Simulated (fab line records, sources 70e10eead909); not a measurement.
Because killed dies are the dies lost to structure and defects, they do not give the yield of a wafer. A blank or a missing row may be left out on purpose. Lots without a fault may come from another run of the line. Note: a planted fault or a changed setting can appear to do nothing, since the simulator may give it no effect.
Chamber matching ; flow nandHarc ; 4 sister chambers for NHARC_A_CONTACT_ETCH_48 on rieDiel-08
The step etches the open film in CF4, target depth 39 nm, time 65 s. 16 wafers are shown with their chamber, then 8 later ones without.

== WAFERS PAIRED WITH THEIR CHAMBERS ==
wafer;chamber;drypumpMotorCurrentA (A);showerheadPlenumPTorr (Torr);rfVppV (V)
L076.4;2;5.4;1.69;149.9
L076.5;2;5.4;1.69;151.3
L076.6;1;6.0;1.90;153.9
L080.1;3;5.7;1.72;150.1
L080.4;2;5.5;1.69;151.6
L080.5;0;5.3;1.86;151.7
L084.1;2;5.4;1.68;150.5
L084.5;2;5.4;1.68;151.2
L084.6;1;6.0;1.89;153.8
L086.3;1;6.0;1.89;152.3
L086.4;2;5.4;1.68;151.6
L086.6;3;5.7;1.71;150.6
L090.1;2;5.4;1.68;149.1
L090.2;0;5.3;1.85;151.0
L090.6;1;6.0;1.88;154.2
L094.1;1;6.0;1.88;151.1

SIGNATURES, as means of the wafers listed above
reading;chamber 0;chamber 1;chamber 2;chamber 3;scatter within a chamber
drypumpMotorCurrentA;5.300;6.000;5.414;5.700;0.0267
showerheadPlenumPTorr;1.8550;1.8880;1.6843;1.7150;0.00678
rfVppV;151.350;153.060;150.743;150.350;1.03
Rule: a wafer lies at a distance from a chamber equal to the root of the sum of squares, over the readings, of (its reading less the chamber's mean, divided by the reading's scatter). If the next closest chamber is less than 2 further off than the closest, the wafer can't be placed; otherwise it belongs to the closest. The scatter: take each reading less its chamber's mean, square it, sum over the shown wafers, divide by the number of wafers less the number of chambers, and take the root.

== WAFERS WHOSE CHAMBER IS MISSING ==
wafer;drypumpMotorCurrentA (A);showerheadPlenumPTorr (Torr);rfVppV (V)
L094.3;5.4;1.68;150.6
L094.4;5.7;1.71;150.9
L092.4;5.3;1.85;151.4
L092.5;5.7;1.71;150.8
L092.6;5.3;1.85;151.8
L095.1;5.7;1.70;150.9
L095.2;5.3;1.85;151.6
L095.6;5.3;1.85;152.8

== CHAMBER TAKEN BY EACH ==
wafer;from the rows above;in truth
L094.3;2;2
L094.4;3;3
L092.4;0;0
L092.5;3;3
L092.6;0;0
L095.1;3;3
L095.2;0;0
L095.6;0;0
Placed correctly: 8 of 8. Left unplaced by these rows: 0. 0 placed wrongly.
